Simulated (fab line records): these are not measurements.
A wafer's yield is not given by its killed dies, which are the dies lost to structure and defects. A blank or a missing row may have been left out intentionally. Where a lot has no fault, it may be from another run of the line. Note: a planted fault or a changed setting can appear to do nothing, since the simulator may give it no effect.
Matching of chambers    flow n5Finfet    N5_BEOL_M12_VIA_ETCH_16 on rieDiel-03: 4 sister chambers
The step etches SiOC in C4F8/O2/Ar, target depth 724.8 nm. 8 wafers are shown with their chamber, then 7 later ones without.

WAFERS, EACH WITH ITS CHAMBER
wafer   chamber  throttleValvePct (%)  showerheadPlenumPTorr (Torr)
L080.1  1        24.46                 3.45
L080.2  2        23.92                 3.36
L085.1  1        24.44                 3.44
L088.2  3        23.78                 3.29
L088.3  2        23.93                 3.36
L088.6  0        24.76                 3.41
L089.3  3        23.79                 3.29
L089.4  0        24.74                 3.41

WAFERS WITH NO CHAMBER GIVEN
wafer   throttleValvePct (%)  showerheadPlenumPTorr (Torr)
L089.6  23.82                 3.29
L087.1  24.47                 3.44
L087.3  23.79                 3.29
L087.5  23.80                 3.29
L090.1  23.80                 3.29
L090.4  24.74                 3.41
L090.6  23.96                 3.35

EACH ONE'S CHAMBER
wafer   from the rows above  in truth
L089.6  3                    3
L087.1  1                    1
L087.3  3                    3
L087.5  3                    3
L090.1  3                    3
L090.4  0                    0
L090.6  2                    2
Correct placement for 7 of the 7. From these rows, 0 cannot be placed. Placed wrongly: 0.
How it was worked out, from the rows above alone: a wafer's distance from a chamber is the root of the sum, over the readings, of the square of ((its reading less the chamber's mean) divided by the reading's scatter). If the next closest chamber is less than 2 further off than the closest, the wafer can't be placed; otherwise it belongs to the closest. For every chamber, the mean is computed from those of its wafers that are shown. The scatter: the root of (the sum of the squares of (reading less its chamber's mean) over the shown wafers, divided by (wafers less chambers)).
